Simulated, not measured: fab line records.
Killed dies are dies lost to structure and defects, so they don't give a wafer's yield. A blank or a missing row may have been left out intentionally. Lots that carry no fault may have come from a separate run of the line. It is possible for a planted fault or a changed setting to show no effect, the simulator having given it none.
fab line records	flow nand-harc
record lots=11	wafers=33	last-day=34
route steps=1302 shown A_CHANNEL_HOLE_D1@467 A_CHANNEL_FILL_D1@492
lots that met no fault: from a run of the same line without faults
start-h: hours from the record's opening day to when the first of the lot's shown wafers began	wait-h: time in hours since the lot's previous step	" repeats the value in the row above	L1.1+2: several wafers, shown together as one row	- no value present, or no start provided	* or withheld: withheld	< > ~ a bound
route shown NAME@n: a module of which the file shows steps, and the number in the route of the first	usual: mean and standard deviation over wafers with no fault	same: alike in all rows	chamber/n: place in a boat	sites: each site's reading	_std_site: the values' standard deviation	_edge_site: mean of outer sites minus mean of inner sites	radius-mm: how far each site lies from the wafer's centre	mask NAME#n: copy n	behind: the last tool/chamber to shape the wafer	hold: cause of the lot's hold/its duration in hours/its outcome	device: whichever transistor did not switch (one of n, p or np)	end of line: tests of these same wafers at the route's end	a step without rows: its recipe alone	killed: not the wafer's yield, but the dies lost to structure and defects at the first sort	map: a wafer's dies, marking killed ones x, the rest . and places with no die _
set.NAME: the setting that was run; set.NAME@STEP: the one run at that earlier step	model.NAME: the simulator's own value behind a step, which no gauge read
one table for each step of the route and one row for each wafer, over a sample of lots
services: the hour from which a tool's chamber was out of use, counted from the record's first day as start-h (under 0 if before that day), plus the number of hours and why
## steps
# step NHARC_A_CHANNEL_HOLE_D1_ETCH_39
# recipe target-depth-a=2600	over-etch-frac=0.3	time-s=325	ion-energy-ev=200	n2-flow-sccm=150	h2-flow-sccm=150	ar-flow-sccm=0	rf-w=400	bias-w=150	chemistry=N2/H2
# usual drypump-motor-current-A=5.9/0.32	oes-product-au=1.003/0.011	rf-vpp-V=429.7/2	showerhead-plenum-p-Torr=2.01/0.063	throttle-valve-pct=14.171/0.0086
lot.wafer	tool	chamber	start-h	wait-h	drypump-motor-current-A	oes-product-au	rf-hours-counter-h	rf-vpp-V	showerhead-plenum-p-Torr	throttle-valve-pct
L517.1	rie-diel-01	0	-	-	5.3	1.018	55	426.4	1.88	14.151
L517.4	"	2	"	"	6.6	1.008	53	432.5	2.12	14.141
L517.6	"	0	"	"	5.3	1.008	-	424.8	1.88	14.170
L519.4	rie-diel-11	2	-	-	5.6	1.022	13	428.7	2.00	14.165
L519.2	"	3	"	"	5.8	1.005	13	430.5	2.01	14.180
L519.3	"	1	"	"	6.0	0.989	10	429.5	2.00	14.159
L520.1	rie-diel-11	1	-	-	6.0	0.985	10	429.4	2.00	14.182
L520.3	"	3	"	"	5.8	1.013	13	430.4	2.01	14.179
L520.5	"	0	"	"	6.1	1.005	-	428.2	1.95	14.164
L524.4	rie-diel-09	2	-	-	5.8	0.998	40	431.1	2.06	14.178
L524.1	"	3	"	"	5.7	0.997	34	431.8	2.15	14.164
L524.5	"	0	"	"	6.2	0.990	-	428.1	1.93	14.170
L526.4	rie-diel-11	0	-	-	6.0	1.017	2	428.8	1.94	14.169
L526.1	"	2	"	"	5.7	1.005	2	431.1	2.00	14.172
L526.2	"	3	"	"	5.7	1.014	2	428.6	2.01	14.191
L531.4	rie-diel-11	3	-	-	5.8	1.012	6	428.7	2.01	14.164
L531.1	"	0	"	"	6.0	1.015	5	426.8	1.94	14.184
L531.5	"	3	"	"	5.8	1.007	-	430.6	2.01	14.164
L530.4	rie-diel-11	1	-	-	5.9	0.984	6	430.1	2.00	14.161
L530.5	"	1	"	"	5.9	0.987	-	429.2	2.00	14.174
L530.6	"	2	"	"	5.7	1.003	-	429.5	2.00	14.179
L532.4	rie-diel-11	0	-	-	6.0	1.002	7	428.8	1.94	14.179
L532.2	"	1	"	"	5.9	0.985	7	429.7	2.00	14.173
L532.5	"	0	"	"	6.0	1.024	-	427.9	1.94	14.173
L537.1	rie-diel-01	2	-	-	6.5	0.998	0	432.1	2.10	14.171
L537.2	"	3	"	"	5.9	1.007	0	426.9	1.93	14.160
L537.5	"	2	"	"	6.5	1.008	-	432.2	2.10	14.168
L538.2	rie-diel-01	1	-	-	5.2	0.991	7	431.8	2.09	14.176
L538.1	"	2	"	"	6.5	0.998	5	432.8	2.10	14.180
L538.3	"	3	"	"	5.9	0.998	4	425.7	1.93	14.162
L539.3	rie-diel-11	3	-	-	5.7	1.008	14	430.2	2.00	14.175
L539.5	"	2	"	"	5.7	1.008	-	429.7	2.00	14.187
L539.6	"	3	"	"	5.7	1.011	-	429.7	2.00	14.167
# step NHARC_A_CHANNEL_HOLE_D1_ETCH_16
# recipe target-depth-a=31000	over-etch-frac=0.3	time-s=806	ion-energy-ev=150	o2-flow-sccm=400	cos-flow-sccm=20	ar-flow-sccm=0	rf-w=500	bias-w=300	chemistry=O2/COS
# usual cos-flow-sccm=20.00/0.063	drypump-motor-current-A=5.8/0.31	o2-flow-sccm=400.1/1.1	oes-product-au=1.005/0.012	rf-vpp-V=313.6/1.5	showerhead-plenum-p-Torr=3.08/0.09	throttle-valve-pct=28.330/0.0093
lot.wafer	tool	chamber	start-h	wait-h	cos-flow-sccm	drypump-motor-current-A	o2-flow-sccm	oes-product-au	rf-hours-counter-h	rf-vpp-V	showerhead-plenum-p-Torr	throttle-valve-pct
L517.4	rie-diel-01	0	-	-	20.02	5.3	399.2	1.015	55	310.2	2.90	28.316
L517.1	"	3	"	"	20.02	6.0	401.3	1.014	54	311.4	3.00	28.342
L517.6	"	1	"	"	20.08	5.2	400.4	0.982	-	317.4	3.22	28.323
L519.2	rie-diel-11	2	-	-	19.89	5.7	399.9	1.014	14	312.8	3.07	28.317
L519.4	"	0	"	"	19.97	6.1	401.1	1.002	13	313.2	2.99	28.336
L519.3	"	1	"	"	20.10	5.9	399.6	0.995	10	313.1	3.07	28.343
L520.1	rie-diel-11	0	-	-	20.01	6.0	401.3	1.000	14	313.3	2.99	28.322
L520.3	"	1	"	"	20.04	5.9	400.0	0.982	10	314.3	3.07	28.323
L520.5	"	3	"	"	20.04	5.7	400.0	1.016	-	313.0	3.08	28.340
L524.4	rie-diel-09	2	-	-	19.99	5.8	398.6	1.003	40	315.8	3.15	28.331
L524.1	"	0	"	"	20.01	6.2	400.8	0.990	39	310.0	2.96	28.327
L524.5	"	1	"	"	19.99	6.6	400.5	0.994	-	315.3	3.20	28.333
L526.2	rie-diel-11	1	-	-	20.00	6.0	399.5	0.991	2	313.3	3.06	28.330
L526.1	"	2	"	"	20.13	5.7	399.8	1.018	2	313.6	3.07	28.329
L526.4	"	3	"	"	19.95	5.7	400.9	1.023	2	313.6	3.08	28.343
L531.4	rie-diel-11	2	-	-	19.92	5.7	399.2	1.001	6	312.4	3.06	28.333
L531.1	"	0	"	"	20.00	6.1	401.2	1.015	6	312.7	2.99	28.325
L531.5	"	2	"	"	20.01	5.6	398.8	1.002	-	312.7	3.06	28.336
L530.4	rie-diel-11	3	-	-	20.08	5.8	399.7	1.007	7	313.7	3.07	28.343
L530.6	"	0	"	"	19.97	6.0	398.9	1.008	-	310.6	2.99	28.339
L530.5	"	1	"	"	20.07	6.0	399.2	0.985	-	312.4	3.06	28.340
L532.4	rie-diel-11	2	-	-	20.03	5.7	399.8	1.005	8	314.3	3.06	28.348
L532.2	"	0	"	"	20.08	6.1	401.1	1.005	7	312.1	2.99	28.326
L532.5	"	1	"	"	19.95	6.0	400.9	0.981	-	313.4	3.06	28.338
L537.2	rie-diel-01	0	-	-	20.07	5.3	399.7	1.018	4	317.2	3.34	28.325
L537.1	"	1	"	"	20.08	5.1	398.3	0.985	4	314.2	3.19	28.315
L537.5	"	0	"	"	20.10	5.3	399.6	1.012	-	316.6	3.34	28.350
L538.2	rie-diel-01	3	-	-	19.95	5.9	400.1	1.017	4	313.5	2.97	28.318
L538.1	"	0	"	"	19.88	5.3	399.9	1.023	7	315.5	3.34	28.340
L538.3	"	1	"	"	19.90	5.2	399.1	1.013	8	314.5	3.19	28.336
L539.3	rie-diel-11	0	-	-	20.04	6.0	400.1	1.007	14	311.0	2.98	28.335
L539.6	"	2	"	"	19.96	5.7	400.7	1.024	-	313.3	3.06	28.335
L539.5	"	3	"	"	19.94	5.8	402.6	1.003	-	314.3	3.07	28.317
# step NHARC_A_CHANNEL_FILL_D1_ALD_02
# recipe target-thk-a=60	pulse-time-s=10	ald-cycles=60	temp-c=300	material=SiO2
# usual ald-cycles=60/0	heater-power-w=483/44	precursor-pulse-height-rel=0.998/0.022	susceptor-temp-C=300.01/0.2
lot.wafer	tool	chamber	start-h	wait-h	ald-cycles	heater-power-w	precursor-pulse-height-rel	susceptor-temp-C
L517.4	ald-hk-01	2	207.29	-	60	486	0.978	300.40
L517.1	"	3	"	"	60	389	0.994	299.72
L517.6	"	2	"	"	60	484	0.993	300.08
L519.3	ald-hk-04	0	242.63	-	60	522	1.014	299.99
L519.2	"	1	"	"	60	504	1.010	300.18
L519.4	"	2	"	"	60	464	1.006	300.15
L520.1	ald-hk-02	3	245.94	-	60	509	0.997	299.89
L520.3	"	2	"	"	60	559	0.995	300.04
L520.5	"	0	"	"	60	512	0.994	299.86
L524.1	ald-hk-04	3	269.31	-	60	484	0.999	300.07
L524.4	"	0	"	"	60	472	0.969	300.07
L524.5	"	0	"	"	60	470	1.016	300.42
L526.4	ald-hk-01	1	292.42	-	60	460	0.995	300.18
L526.2	"	2	"	"	60	477	1.013	299.73
L526.1	"	3	"	"	60	400	1.013	299.93
L531.4	ald-hk-04	3	334.79	-	67	483	1.002	299.93
L531.1	"	0	"	"	60	484	1.007	300.26
L531.5	"	1	"	"	67	502	1.022	299.89
L530.4	ald-hk-04	1	335.24	-	67	513	1.006	300.16
L530.5	"	1	"	"	67	498	0.989	300.49
L530.6	"	2	"	"	60	421	0.964	299.86
L532.2	ald-hk-01	0	352.63	0.1	60	540	0.982	300.07
L532.4	"	2	"	"	60	507	0.980	300.12
L532.5	"	1	"	"	60	438	0.992	299.62
L537.2	ald-hk-02	0	407.44	-	60	520	0.998	300.20
L537.1	"	1	"	"	60	470	0.993	300.09
L537.5	"	1	"	"	60	462	1.009	299.98
L538.2	ald-hk-02	1	411.63	0.1	60	463	0.993	299.83
L538.1	"	3	"	"	60	554	0.994	300.35
L538.3	"	0	"	"	60	527	1.002	300.11
L539.3	ald-hk-04	2	431.83	-	60	420	0.982	299.87
L539.6	"	1	"	"	60	503	0.974	299.78
L539.5	"	2	"	"	60	434	0.973	299.94
# step NHARC_A_CHANNEL_FILL_D1_ALD_03
# recipe target-thk-a=60	pulse-time-s=60	ald-cycles=58	temp-c=630	pressure-torr=2	material=SiNx
# usual ald-cycles=58/0	precursor-pulse-height-rel=1.003/0.021	susceptor-temp-C=629.85/0.28
lot.wafer	tool	chamber	start-h	wait-h	ald-cycles	precursor-pulse-height-rel	susceptor-temp-C
L517.1	ald-sin-batch-02	0	-	-	58	0.993	629.84
L517.4	"	0	"	"	58	0.982	630.07
L517.6	"	0	"	"	58	1.027	629.92
L519.2	ald-sin-batch-03	0	-	-	58	0.942	630.12
L519.3	"	0	"	"	58	0.952	629.65
L519.4	"	0	"	"	58	1.022	630.00
L520.1	ald-sin-batch-01	0	-	-	58	0.979	-
L520.3	"	0	"	"	58	0.980	-
L520.5	"	0	"	"	58	0.989	-
L524.1	ald-sin-batch-01	0	-	-	58	1.034	-
L524.4	"	0	"	"	58	1.010	-
L524.5	"	0	"	"	58	0.991	-
L526.1	ald-sin-batch-02	0	-	-	58	1.004	629.63
L526.2	"	0	"	"	58	0.995	629.22
L526.4	"	0	"	"	58	0.986	629.10
L530.4	ald-sin-batch-01	0	-	-	58	0.997	-
L530.5	"	0	"	"	58	1.015	-
L530.6	"	0	"	"	58	0.994	-
L531.1	ald-sin-batch-01	0	-	-	58	1.013	-
L531.4	"	0	"	"	58	0.998	-
L531.5	"	0	"	"	58	1.036	-
L532.2	ald-sin-batch-03	0	-	-	58	1.005	630.00
L532.4	"	0	"	"	58	1.028	629.94
L532.5	"	0	"	"	58	1.016	629.37
L537.1	ald-sin-batch-01	0	-	-	58	0.991	629.58
L537.2	"	0	"	"	58	1.032	629.86
L537.5	"	0	"	"	58	1.035	630.02
L538.1	ald-sin-batch-01	0	-	-	58	1.010	-
L538.2	"	0	"	"	58	1.028	-
L538.3	"	0	"	"	58	0.996	-
L539.3	ald-sin-batch-02	0	-	-	58	1.008	629.72
L539.5	"	0	"	"	58	1.010	630.00
L539.6	"	0	"	"	58	0.992	629.88
## services
tool	chamber	start-h	hours	kind
rie-diel-11	0	185.53	-	clean
rie-diel-11	1	185.53	-	clean
rie-diel-11	0	189.51	6.1	repair
rie-diel-01	-	203.93	9.0	pm
rie-diel-11	3	207.32	2.9	repair
rie-diel-11	-	229.24	2.5	repair
rie-diel-11	-	255.50	9.0	pm
ald-hk-04	-	256.80	10.0	pm
ald-sin-batch-02	-	266.00	26.0	pm
rie-diel-01	0	294.04	5.4	repair
rie-diel-01	1	295.77	7.2	repair
ald-hk-01	-	297.42	10.0	pm
rie-diel-01	2	312.86	10.5	repair
rie-diel-09	-	321.49	9.0	pm
ald-hk-02	-	348.00	10.0	pm
rie-diel-11	1	358.73	6.7	repair
rie-diel-01	2	361.11	8.2	repair
rie-diel-09	0	374.58	1.4	repair
rie-diel-01	-	380.98	9.0	pm
rie-diel-11	-	407.45	0.3	repair
rie-diel-01	3	409.01	15.4	repair
rie-diel-01	2	411.48	2.7	repair
rie-diel-11	2	419.31	3.0	repair
rie-diel-11	-	432.50	9.0	pm
## key
first-sign step=NHARC_A_CHANNEL_FILL_D1_ALD_02	reading=ald-cycles	direction=up	sigmas=99+	usual=60	struck=67
effect none on later readings
met-at NHARC_A_CHANNEL_FILL_D1_ALD_02
struck-lots L530,L531
struck-wafers L530.4,L530.5,L531.4,L531.5
tester-left-out L530,L531
not-acting-at NHARC_A_CHANNEL_HOLE_D1_ETCH_39,NHARC_A_CHANNEL_HOLE_D1_ETCH_16,NHARC_A_CHANNEL_FILL_D1_ALD_03
onset-between 269.31 334.79
fault kind=process-parameter-drift	tool=ald-hk-04	chamber=-	onset-h=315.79	steps=NHARC_A_CHANNEL_FILL_D1_ALD_02	channel=ald-cycles	offset=7	shape=step	end-h=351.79	scope=struck-wafers-only	acts-in=these-recipes-only	stated=60
# tester-left-out: of these lots the tester's yield and bins aren't shown, on N5 and GAA mostly nor the transistor test; their killed dies are dies lost to structure and defects alone, not to doping, threshold or leakage, so they don't give the yield
